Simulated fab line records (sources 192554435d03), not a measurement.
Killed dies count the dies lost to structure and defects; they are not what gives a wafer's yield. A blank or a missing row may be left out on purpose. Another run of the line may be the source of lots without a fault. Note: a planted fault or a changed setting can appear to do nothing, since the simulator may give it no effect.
A lot that was struck, set against a sound lot    flow n5_finfet    39 steps out of a route of 1938
Sound: these wafers, L939.2, L939.4, L939.5. Wafers struck: L944.1, L944.4, L944.5. At the end, the cause is stated.
Per side, at each step with rows, come the tool, then ch with its chambers, and then its first start. Under that, the readings that differ: sound wafers    struck wafers    difference of the means    sigmas: that difference in standard deviations of wafers without a fault.
alike: same words and numbers on both sides, and readings whose means sit less than 2 such deviations apart. not compared: any withheld reading, any reading some wafer has no value for, any bound like >300 that may hide the same value, and any number with overlapping values for which the record gives no deviation.
A row with sigmas, a row that says differs or no value, or rows on one side alone: a step with any of these is where the two part. Numbers that don't overlap but have no deviation are shown without sigmas and don't part them. A reading that every wafer of one side lacks parts them only if that side has two wafers or more.

first, 9 steps without rows for these wafers: N5_BEOL_M4_ANNEAL_95 (time 240 s); N5_BEOL_M4_SPUTTER_96 (material Cu, target thk 4.5 nm, time 8.29 s); N5_BEOL_M4_ECD_50 (material Cu, target thk 300 nm); N5_BEOL_M4_ANNEAL_51 (time 90 s); N5_BEOL_M4_CMP_52 (polishes, stops on SiOC, t overpolish 6.8 s, target thk 40 nm); N5_BEOL_M4_PRE_CLEAN_60 (time 15 s); N5_BEOL_M4_CO_CAP_55 (material Co, precursor CCTBA/H2, target thk 2 nm, time 102.1 s); N5_BEOL_M4_PRE_CLEAN_56 (time 15 s); N5_BEOL_M4_DEP_57 (deposits SiCN from 3MS/NH3, target thk 8 nm, time 14 s).
N5_BEOL_M4_RC_MEAS_101:
  sound on prober-01 ch 0, day 12 04:56; struck on prober-02 ch 0, day 13 04:55
  alike: DIBL_N, DIBL_P, IOFF_N, IOFF_P, ION_N, ION_P, SS_N, SS_P, VT_N, VT_P
then, 24 steps without rows for these wafers: N5_BEOL_M5_ILD_DEP_00 (deposits SiCOH lowk from DEMS/porogen, target thk 140.64 nm, time 25.9 s); N5_BEOL_M5_CURE_79 (cures SiCOH lowk, time 240 s); N5_BEOL_M5_PECVD_70 (deposits SiO2 from TEOS/O2, target thk 16 nm, time 18 s); N5_BEOL_M5_HM_DEP_02 (deposits TiN, target thk 20 nm); N5_BEOL_M5_COAT_59 (time 60 s, resist thk 60 nm); N5_BEOL_M5_COAT_60 (time 60 s, resist thk 12 nm); N5_BEOL_M5_COAT_71 (time 60 s, resist thk 5 nm); N5_BEOL_M5_COAT_05 (resist thk 30 nm); N5_BEOL_M5_EBR_07; N5_BEOL_M5_SOFTBAKE_06 (time 60 s); N5_BEOL_M5_EXPOSE_08 (exposes mask M5, target cd 28 nm); N5_BEOL_M5_PEB_09 (peb time 60 s); N5_BEOL_M5_DEVELOP_10 (develop time 30 s); N5_BEOL_M5_DESCUM_16 (chemistry O2, time 7 s); N5_BEOL_M5_ETCH_72 (etches underlayer in N2/H2, target depth 6.5 nm, time 5.2 s); N5_BEOL_M5_ETCH_61 (etches SiARC in CF4, target depth 15.6 nm, time 26 s); N5_BEOL_M5_ETCH_62 (etches SOC in N2/H2, target depth 75 nm, overetch 15 nm, time 112.5 s); N5_BEOL_M5_STRIP_63 (strips in N2/H2); N5_BEOL_M5_STRIP_73 (strips in N2/H2); N5_BEOL_M5_STRIP_64 (strips in CF4); N5_BEOL_M5_HM_OPEN_17 (chemistry Cl2/BCl3, target TiN, target depth 20 nm, overetch 6 nm); N5_BEOL_M5_STRIP_19 (strips in O2); N5_BEOL_M5_COAT_65 (time 60 s, resist thk 60 nm); N5_BEOL_M5_COAT_66 (time 60 s, resist thk 12 nm).
N5_BEOL_M8_CMP_52: polishes, stops on SiCOH lowk, t overpolish 6.9 s, target thk 80 nm.
  sound on cmp-02 ch 0,2, day 13 17:21; struck on cmp-03 ch 0,1,2, day 14 15:20
  no value came back on the struck wafers for any of 7 readings (barrier_field_endpoint_s (s), clearing_platen_down_force_psi (psi) and others); on the sound wafers barrier_field_endpoint_s (s) reads 27.2 28.9 28.2
reading                                     sound           struck             difference  sigmas
model.Cu_of_BEOL_M8_ECD_50.thk_nm (nm)      77.8 81.8 78.6  298.2 300.6 300.6  +220.4      
model.SiO2_of_BEOL_M8_PECVD_70.thk_nm (nm)  0 0 0           19.4 19.4 19.8     +19.5       
N5_BEOL_M8_THK_MEAS_53: measures by xrf.
  sound: film_metro-02 at day 13 17:37; struck: film_metro-02 at day 14 15:33
reading      sound           struck             difference  sigmas
M8_THK (nm)  77.0 81.1 77.8  296.5 295.9 298.1  +218.2      +99 or more
N5_BEOL_M8_RS_MEAS_57: measurement is done with a four-point probe.
  sound: film_metro-01 at day 13 17:44; struck: film_metro-02 at day 14 15:41
reading         sound              struck             difference  sigmas
M8_RS (ohm/sq)  0.296 0.277 0.291  0.065 0.064 0.064  -0.224      -27
N5_BEOL_M8_INSPECT_58: inspects for defects (darkfield).
  sound: defect_inspect-02 at day 13 17:46; struck: defect_inspect-01 at day 14 15:42
reading           sound      struck          difference  sigmas
raw_defect_count  44 100 94  1134 1236 1125  +1086       +52
-- a jump in the record: the struck wafers' starts before and after are 3 days apart (it breaks off in module BEOL_M8 and resumes in module PASSIVATION, where the first step shown is number 1936 of the route) --
N5_PASSIVATION_PROBE_49:
  the record has rows for the struck wafers here (prober-02, day 17 07:31) and none for the sound ones

== WHERE THEY PART ==
At N5_BEOL_M8_CMP_52 first; at N5_PASSIVATION_PROBE_49 last (within this record only).

WHY: the cause the simulator had injected
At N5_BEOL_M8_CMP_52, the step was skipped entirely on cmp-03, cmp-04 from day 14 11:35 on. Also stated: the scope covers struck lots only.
